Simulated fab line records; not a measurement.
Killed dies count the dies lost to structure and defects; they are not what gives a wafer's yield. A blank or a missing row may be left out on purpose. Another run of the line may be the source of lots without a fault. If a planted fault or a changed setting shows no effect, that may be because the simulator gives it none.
Chamber matching + flow n5Finfet + N5_BEOL_M5_ETCH_68 on rieDiel-05 has 3 sister chambers
The step etches SOC in N2/H2, target depth 80 nm, overetch 16 nm, time 120 s. 18 wafers are shown with their chamber, then 9 later ones without.

== EACH WAFER AND ITS CHAMBER ==
| wafer  | chamber | drypumpMotorCurrentA (A) | showerheadPlenumPTorr (Torr) | oesProductAu (a.u.) |
|--------|---------|--------------------------|------------------------------|---------------------|
| L076.2 | 2       | 5.3                      | 2.49                         | 0.69                |
| L076.3 | 0       | 5.0                      | 2.65                         | 0.58                |
| L076.5 | 0       | 5.0                      | 2.65                         | 0.59                |
| L077.1 | 2       | 5.3                      | 2.49                         | 0.68                |
| L077.4 | 3       | 5.8                      | 2.65                         | 0.57                |
| L077.5 | 2       | 5.3                      | 2.49                         | 0.69                |
| L081.1 | 0       | 5.0                      | 2.65                         | 0.58                |
| L081.4 | 3       | 5.8                      | 2.65                         | 0.58                |
| L081.5 | 2       | 5.3                      | 2.48                         | 0.68                |
| L083.1 | 3       | 5.8                      | 2.65                         | 0.56                |
| L083.4 | 0       | 5.1                      | 2.65                         | 0.57                |
| L083.6 | 3       | 5.8                      | 2.65                         | 0.57                |
| L086.1 | 2       | 5.3                      | 2.48                         | 0.67                |
| L086.4 | 3       | 5.8                      | 2.65                         | 0.56                |
| L086.5 | 0       | 5.0                      | 2.64                         | 0.57                |
| L087.4 | 2       | 5.3                      | 2.48                         | 0.66                |
| L087.5 | 0       | 5.0                      | 2.64                         | 0.57                |
| L087.6 | 3       | 5.8                      | 2.64                         | 0.56                |

SIGNATURES (averages over the wafers above)
| reading               | chamber 0 | chamber 2 | chamber 3 | scatter within a chamber |
|-----------------------|-----------|-----------|-----------|--------------------------|
| drypumpMotorCurrentA  | 5.017     | 5.300     | 5.800     | 0.0236                   |
| showerheadPlenumPTorr | 2.6467    | 2.4850    | 2.6483    | 0.00494                  |
| oesProductAu          | 0.5767    | 0.6783    | 0.5667    | 0.00949                  |
Rule: for a wafer and a chamber, the distance is found by dividing, reading by reading, the gap between the wafer's reading and the chamber's mean by the reading's scatter, squaring, summing and taking the root. The wafer belongs to the nearest chamber; if the next one is less than 2 further off, it can't be placed. The scatter is the square root of a quotient: the sum, over the shown wafers, of each reading's squared deviation from its chamber's mean, divided by wafers minus chambers.

== WAFERS WITH NO CHAMBER GIVEN ==
| wafer  | drypumpMotorCurrentA (A) | showerheadPlenumPTorr (Torr) | oesProductAu (a.u.) |
|--------|--------------------------|------------------------------|---------------------|
| L094.2 | 5.8                      | 2.64                         | 0.56                |
| L094.4 | 5.3                      | 2.47                         | 0.65                |
| L094.5 | 5.0                      | 2.64                         | 0.57                |
| L096.2 | 5.3                      | 2.47                         | 0.64                |
| L096.4 | 5.8                      | 2.64                         | 0.55                |
| L096.6 | 5.8                      | 2.63                         | 0.55                |
| L097.1 | 5.3                      | 2.47                         | 0.65                |
| L097.2 | 5.0                      | 2.63                         | 0.57                |
| L097.5 | 5.8                      | 2.63                         | 0.55                |

== CHAMBER TAKEN BY EACH ==
| wafer  | from the rows above | in truth |
|--------|---------------------|----------|
| L094.2 | 3                   | 3        |
| L094.4 | 2                   | 2        |
| L094.5 | 0                   | 0        |
| L096.2 | 2                   | 2        |
| L096.4 | 3                   | 3        |
| L096.6 | 3                   | 3        |
| L097.1 | 2                   | 2        |
| L097.2 | 0                   | 0        |
| L097.5 | 3                   | 3        |
Placed correctly: 9 of 9. Can't be placed from these rows: 0. Number placed wrongly: 0.
